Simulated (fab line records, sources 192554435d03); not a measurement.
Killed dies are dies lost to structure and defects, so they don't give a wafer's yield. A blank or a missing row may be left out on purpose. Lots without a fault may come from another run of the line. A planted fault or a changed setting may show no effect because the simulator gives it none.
A struck lot beside a sound one | flow n5_finfet | 19 steps out of a route of 1938
Sound: wafers L825.1, L825.3. Struck: wafers L827.3, L827.4, L827.5. The cause comes at the end.
At each step with rows: each side's tool, then ch and its chambers, then its first start. Under that, the readings that differ: sound wafers | struck wafers | difference of the means | sigmas: that difference in standard deviations of wafers without a fault.
alike: readings whose means differ by less than 2 such deviations, and words and numbers that are the same on both sides. not compared: withheld readings, readings that some wafer has no value for, bounds like >300 that may hide the same value, and numbers for which the record gives no deviation and whose values overlap.
The two part at a step that has a row with sigmas, a row that says differs or no value, or rows on one side only. Numbers that don't overlap but have no deviation are shown without sigmas and don't part them. A reading that every wafer of one side lacks parts them only if that side has two wafers or more.

N5_PMOS_HMC_CHANNEL_EPI_OVL_MEAS_10:
  sound on overlay-02 ch 0, day 3 23:57; struck on overlay-01 ch 0, day 4 11:23
  alike: PMOS_HMC_BLK_OVL
N5_PMOS_HMC_CHANNEL_EPI_INSPECT_11: inspects for defects (macro).
  sound on defect_inspect-02, day 3 23:58; struck on defect_inspect-02, day 4 11:25
  alike: raw_defect_count
then, 1 step without rows for these wafers: N5_PMOS_HMC_CHANNEL_EPI_DESCUM_14 (chemistry O2, time 7.9 s).
N5_PMOS_HMC_CHANNEL_EPI_ETCH_32: etches BARC in N2/H2, stops on SiO2, target depth 85.8 nm, time 50.3 s.
  sound on rie_diel-01 ch 0,2, day 4 00:02; struck on rie_diel-01 ch 1,2, day 4 11:29
  alike: drypump_motor_current_A, oes_product_au, rf_vpp_V, showerhead_plenum_p_Torr, throttle_valve_pct
  not compared: rf_hours_counter_h
N5_PMOS_HMC_CHANNEL_EPI_HM_OPEN_15: chemistry CHF3/O2, target SiO2, target depth 40.6 nm, time 20.3 s.
  sound on rie_diel-01 ch 0,2, day 4 00:05; struck on rie_diel-01 ch 1,2, day 4 11:32
  alike: drypump_motor_current_A, oes_f_703_au, oes_product_au, rf_vpp_V, showerhead_plenum_p_Torr, throttle_valve_pct
  not compared: rf_hours_counter_h
N5_PMOS_HMC_CHANNEL_EPI_STRIP_33: strips in N2/H2.
  sound on rie_diel-01 ch 0,2, day 4 00:08; struck on rie_diel-01 ch 1,2, day 4 11:35
  alike: drypump_motor_current_A, oes_product_au, rf_vpp_V, showerhead_plenum_p_Torr, temp_c, throttle_valve_pct
  not compared: rf_hours_counter_h
then, 2 steps without rows for these wafers: N5_PMOS_HMC_CHANNEL_EPI_STRIP_17 (strips in SPM, time 750 s); N5_PMOS_HMC_CHANNEL_EPI_ETCH_38 (etches SiO2 in CF4, target depth 1.5 nm).
N5_PMOS_HMC_CHANNEL_EPI_FIN_RECESS_16: chemistry HBr/Cl2, target Si, target depth 54 nm, time 18 s.
  sound on rie_si-02 ch 1,2, day 4 00:28; struck on rie_si-02 ch 0,2,3, day 4 11:55
  alike: drypump_motor_current_A, oes_product_au, throttle_valve_pct
  not compared: rf_hours_counter_h
then, 3 steps without rows for these wafers: N5_PMOS_HMC_CHANNEL_EPI_PRECLEAN_36 (cleans in O3/DIW, time 45 s); N5_PMOS_HMC_CHANNEL_EPI_PRECLEAN_18 (cleans in DHF, time 30 s); N5_PMOS_HMC_CHANNEL_EPI_SRD_19 (time 30 s).
N5_PMOS_HMC_CHANNEL_EPI_EPI_20: deposits SiGe30, target thk 59 nm.
  sound on epi_rpcvd-01 ch 0, day 4 00:38; struck on epi_rpcvd-02, day 4 12:29
  no value came back on the struck wafers for chamber_pressure_Torr (Torr), lamp_inner_pct (%); on the sound wafers chamber_pressure_Torr (Torr) reads 20.04 19.95
then, 2 steps without rows for these wafers: N5_PMOS_HMC_CHANNEL_EPI_HM_STRIP_35 (strips SiO2 in dHF, material SiO2, target depth 39.6 nm, time 216 s); N5_PMOS_HMC_CHANNEL_EPI_SRD_39 (time 30 s).
N5_PMOS_HMC_CHANNEL_EPI_CMP_21: polishes SiGe30, target thk 54 nm.
  sound on cmp-01 ch 0,1, day 4 02:22; struck on cmp-01 ch 2,3, day 4 13:25
  alike: motor_current_A
then, 1 step without rows for these wafers: N5_PMOS_HMC_CHANNEL_EPI_PRECLEAN_40 (cleans in DHF, time 30 s).
N5_BEOL_M4_RC_MEAS_101:
  the record has rows for the sound wafers here (prober-01 ch 0, day 10 17:41) and none for the struck ones
-- the record jumps here: 12 days lie between the struck wafers' starts before and after (it left off in module BEOL_M4 and takes up again in module PASSIVATION, whose first step shown is number 1936 of the route) --
N5_PASSIVATION_PROBE_49:
  sound on prober-02, day 15 07:15; struck on prober-02, day 16 06:03
  reading                  | sound     | struck         | difference | sigmas
  defect_limited_yield (%) | 92.3 88.8 | 0 0 0          | -91        | -70
  killed_at_M0_to_M3       | 38 51     | 5 4 4          | -40        | -4
  killed_at_contacts       | 15 18     | 4 1 3          | -14        | -2
  killed_at_front_end      | 22 45     | 1166 1173 1166 | +1135      | +99 or more
  killed_dies              | 91 132    | 1180 1180 1180 | +1068      | +67
  killed_on_rim            | 13 11     | 152 152 152    | +140       | +35
  killed_open              | 71 88     | 16 18 16       | -63        | -5
  killed_short             | 20 44     | 10 5 5         | -25        | -3
  sort_bin_5_function (%)  | 4.5 5.8   | 72.9 73.2 73.0 | +67.9      | +80
  sort_n_pass              | 1089 1048 | 0 0 0          | -1068      | -67
  sort_yield_pct (%)       | 92.3 88.8 | 0 0 0          | -91        | -65
  alike: killed_at_M4_up, killed_at_other, sort_bin_6_memory

WHERE THEY PART
First at N5_PMOS_HMC_CHANNEL_EPI_EPI_20; last, within this record, at N5_PASSIVATION_PROBE_49.

WHY: what the simulator had put in
Skipped step whole: epi_rpcvd-02, from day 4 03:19 on, at N5_PMOS_HMC_CHANNEL_EPI_EPI_20. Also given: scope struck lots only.
